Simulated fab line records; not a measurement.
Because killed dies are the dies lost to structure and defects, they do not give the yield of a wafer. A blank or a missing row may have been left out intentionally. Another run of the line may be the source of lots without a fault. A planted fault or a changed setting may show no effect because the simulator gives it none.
Chamber matching	flow n5Finfet	N5_GATE_CUT_CMP_43 on cmp-02 has 4 sister chambers
The step polishes SiO2. 18 wafers are shown with their chamber, then 9 later ones without.

== WAFERS PAIRED WITH THEIR CHAMBERS ==
wafer	chamber	motorCurrentA (A)
L076.1	3	12.3
L076.3	2	12.0
L076.6	3	11.6
L077.1	2	12.2
L077.3	0	13.3
L077.6	2	12.1
L082.1	1	11.1
L082.2	2	12.2
L082.4	0	13.4
L084.1	0	13.1
L084.2	3	11.5
L084.6	3	11.4
L086.1	1	10.9
L086.3	3	11.0
L086.6	3	11.6
L087.1	1	10.4
L087.3	0	13.5
L087.6	3	11.4

SIGNATURES (averages over the wafers above)
reading	chamber 0	chamber 1	chamber 2	chamber 3	scatter within a chamber
motorCurrentA	13.325	10.800	12.125	11.543	0.304
Rule: for a wafer and a chamber, the distance is found by dividing, reading by reading, the gap between the wafer's reading and the chamber's mean by the reading's scatter, squaring, summing and taking the root. If the next closest chamber is less than 2 further off than the closest, the wafer can't be placed; otherwise it belongs to the closest. The scatter: the root of (the sum of the squares of (reading less its chamber's mean) over the shown wafers, divided by (wafers less chambers)).

== WAFERS WITHOUT THEIR CHAMBER ==
wafer	motorCurrentA (A)
L089.2	12.2
L089.3	11.2
L089.4	12.0
L095.2	11.7
L095.3	11.5
L095.4	12.2
L097.2	11.7
L097.4	13.7
L097.5	12.3

== CHAMBER TAKEN BY EACH ==
wafer	from the rows above	in truth
L089.2	can't be placed: 2 or 3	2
L089.3	can't be placed: 3 or 1 or 2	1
L089.4	can't be placed: 2 or 3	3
L095.2	can't be placed: 3 or 2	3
L095.3	can't be placed: 3 or 2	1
L095.4	can't be placed: 2 or 3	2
L097.2	can't be placed: 3 or 2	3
L097.4	0	0
L097.5	can't be placed: 2 or 3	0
Correctly placed: 1 of 9. These rows do not allow placing 8 (true chamber among the candidates in 6). 0 placed wrongly.
